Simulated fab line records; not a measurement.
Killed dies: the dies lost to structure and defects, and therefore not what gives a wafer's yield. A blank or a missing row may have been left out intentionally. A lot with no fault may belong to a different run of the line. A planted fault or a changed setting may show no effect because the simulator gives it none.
Problem report in the 8D (eight disciplines) form, filled by code + flow n5 finfet + the parts of the form that need people (team, actions taken, sign-off) are left out

1. PROBLEM STATEMENT
Mean of spin speed rpm at N5_BEOL_M5_COAT_66: 1799.6 rpm across 9 wafers in 3 lots; on wafers with no fault it is 1500.1 rpm (standard deviation 1). That is +99 or more standard deviations from the usual mean.
The step: time 60 s, resist thk 12 nm.
The first sign was on wafer L984.1 at day 12 08:00, on litho track-02. The record holds 30 wafers of 10 lots with a number at this step. Rule for "out" (also "out of limits"): further than 4 standard deviations from the usual mean. The rest of the wafers with a number are treated as sound.

2. WHAT IT IS, WHAT IT ISN'T
| question                    | is                     | is not                                                              |
|-----------------------------|------------------------|---------------------------------------------------------------------|
| which readings at this step | spin speed rpm         | -                                                                   |
| which lots                  | L984, L985, L989       | L969, L970, L975, L977, L980, L982, L992                            |
| which wafers of those lots  | all that have a number | -                                                                   |
| read on which tools         | litho track-02         | litho track-01, litho track-03                                      |
| when                        | from day 12 08:00      | up to then (18 sound wafers); but 3 sound wafers of L992 came after |

3. THE SUSPECTS, EACH WITH WHAT RULES IT OUT
Counting: a tool at any process step up to the reading remains a suspect when it ran all the lots that are out and ran no sound lot after the first of those.
- litho track-02 at N5_BEOL_M5_COAT_66 (time 60 s, resist thk 12 nm): kept. It ran every lot that is out, first L984 (day 12 08:00), and no sound lot after that; its last sound lot up to then is L975 (day 10 09:24). Its own spin speed rpm readings are out on those wafers.
Left after counting: litho track-02 at N5_BEOL_M5_COAT_66.

4. THE CAUSE (what the simulator had put in)
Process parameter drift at N5_BEOL_M5_COAT_66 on litho track-02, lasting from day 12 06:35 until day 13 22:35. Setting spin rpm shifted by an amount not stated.
Counting left only this tool.

5. THE CHAIN OF EFFECTS, in route order
Each row: a reading whose mean over the struck wafers that have a number lies more than 3 standard deviations from the usual. Only readings whose record carries a usual standard deviation are examined. hours: median over the lots of the time between each lot's start at the first step of this table that gives one and its start at this step. sigmas: the change, counted in usual standard deviations.
| hours | step               | reading           | usual      | on struck wafers | change | sigmas      |
|-------|--------------------|-------------------|------------|------------------|--------|-------------|
| 0     | N5_BEOL_M5_COAT_66 | spin speed rpm    | 1500.1 rpm | 1799.6           | +299.5 | +99 or more |
| 1     | N5_BEOL_M5_ETCH_67 | etch rf on time s | 26.1 s     | 24.0             | -2.1   | -6.0        |
Process steps it contains:
- N5_BEOL_M5_COAT_66: time 60 s, resist thk 12 nm.
- N5_BEOL_M5_ETCH_67: etches SiARC in CF4, target depth 15.6 nm, time 26 s.

6. WHAT WOULD HAVE CAUGHT IT SOONER
In this record the first reading out of limits was taken at day 12 08:00, 1 hour after the fault began at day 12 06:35.
